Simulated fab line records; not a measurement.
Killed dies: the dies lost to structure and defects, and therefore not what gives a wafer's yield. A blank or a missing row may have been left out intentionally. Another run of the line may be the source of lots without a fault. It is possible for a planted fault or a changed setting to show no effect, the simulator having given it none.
A lot that was struck, set against a sound lot    flow n5_finfet    16 out of 1938 route steps
Sound: these wafers, L155.1, L155.3, L155.4. Struck: wafer L168.6; the same lot's L168.4 was not struck, so it is left out; see the end for the cause.
At each step with rows: each side's tool, then ch and its chambers, then its first start. Under that, the readings that differ: sound wafers    struck wafers    difference of the means    sigmas: that difference in standard deviations of wafers without a fault.
alike: readings with means less than 2 such deviations apart, plus words and numbers identical on both sides. not compared: withheld readings, readings lacking a value on some wafer, bounds such as >300 that could conceal the same value, and numbers that have no deviation in the record and whose values overlap.
A row with sigmas, a row that says differs or no value, or rows on one side alone: a step with any of these is where the two part. When numbers do not overlap yet have no deviation, they are printed without sigmas and do not part them. Lack of a reading on every wafer of one side parts them only where that side has two or more wafers.

first, 7 steps without rows for these wafers: N5_BEOL_M0_SAQP_COAT_87 (time 60 s, resist thk 5 nm); N5_BEOL_M0_SAQP_COAT_34 (resist thk 30 nm); N5_BEOL_M0_SAQP_EBR_36; N5_BEOL_M0_SAQP_SOFTBAKE_35 (time 60 s); N5_BEOL_M0_SAQP_EXPOSE_37 (exposes mask M0 CUT1, target cd 30 nm); N5_BEOL_M0_SAQP_PEB_38 (peb time 60 s); N5_BEOL_M0_SAQP_DEVELOP_39 (develop time 30 s).
N5_BEOL_M0_SAQP_CD_MEAS_40 targets a cd of 30 nm.
  sound on cd_sem-02 ch 0, day 7 04:35; struck on cd_sem-01 ch 0, day 10 08:38
  alike: cd_nm
N5_BEOL_M0_SAQP_OVL_MEAS_41:
  sound on overlay-01 ch 0, day 7 04:37; struck on overlay-02 ch 0, day 10 08:40
  alike: M0_CUT1_OVL
N5_BEOL_M0_SAQP_INSPECT_42: inspects for defects (brightfield).
  sound: defect_inspect-01 at day 7 04:41; struck: defect_inspect-02 at day 10 08:43
  alike: raw_defect_count
N5_BEOL_M0_SAQP_DESCUM_45: chemistry O2, time 7 s.
  sound on rie_diel-02 ch 1,2, day 7 04:43; struck on rie_diel-02 ch 3, day 10 08:46
  alike: drypump_motor_current_A, oes_product_au, rf_vpp_V, showerhead_plenum_p_Torr, throttle_valve_pct
  not compared: rf_hours_counter_h
N5_BEOL_M0_SAQP_ETCH_88: etches underlayer in N2/H2, target depth 6.5 nm, time 5.2 s.
  sound on rie_diel-02 ch 1,2, day 7 04:44; struck on rie_diel-02 ch 3, day 10 08:47
  alike: drypump_motor_current_A, etch_rf_on_time_s, oes_product_au, rf_vpp_V, showerhead_plenum_p_Torr, throttle_valve_pct
  not compared: rf_hours_counter_h
N5_BEOL_M0_SAQP_ETCH_73: etches SiARC in CF4, target depth 19.5 nm, time 32.5 s.
  sound on rie_diel-02 ch 1,2, day 7 04:46; struck on rie_diel-02 ch 3, day 10 08:49
reading                sound           struck  difference  sigmas
etch_rf_on_time_s (s)  31.6 33.3 31.7  18.4    -13.8       -15
oes_product_au (a.u.)  0.66 0.73 0.67  1.12    +0.43       +7
  alike: drypump_motor_current_A, rf_vpp_V, showerhead_plenum_p_Torr, throttle_valve_pct
  not compared: rf_hours_counter_h
N5_BEOL_M0_SAQP_CUT_ETCH_46: etches SOC in N2/H2, target depth 135 nm, overetch 27 nm, time 202.5 s.
  sound on rie_diel-02 ch 1,2, day 7 04:47; struck on rie_diel-02 ch 3, day 10 08:55
  alike: drypump_motor_current_A, rf_vpp_V, showerhead_plenum_p_Torr, throttle_valve_pct
  not compared: rf_hours_counter_h
-- the record jumps here: 3 days lie between the struck wafers' starts before and after (it left off in module BEOL_M0_SAQP and takes up again in module BEOL_M4, whose first step shown is number 1111 of the route) --
N5_BEOL_M4_RC_MEAS_101:
  sound on prober-01 ch 0, day 9 21:33; struck on prober-01 ch 0, day 13 10:26
reading        sound           struck  difference  sigmas
ION_P (uA/um)  451 453 450     468     +17         +2
SS_N (mV/dec)  71.1 71.2 71.4  73.0    +1.8        +3
  alike: DIBL_N, DIBL_P, IOFF_N, IOFF_P, ION_N, SS_P, VT_N, VT_P
next, for these wafers, 1 step has no rows: N5_PASSIVATION_PROBE_49.

== WHERE THEY PART ==
At N5_BEOL_M0_SAQP_ETCH_73 first; at N5_BEOL_M4_RC_MEAS_101 last (within this record only).

WHY: what had been put in by the simulator
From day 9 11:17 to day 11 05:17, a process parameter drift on rie_diel-02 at N5_BEOL_M0_SAQP_ETCH_73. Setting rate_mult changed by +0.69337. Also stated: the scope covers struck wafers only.
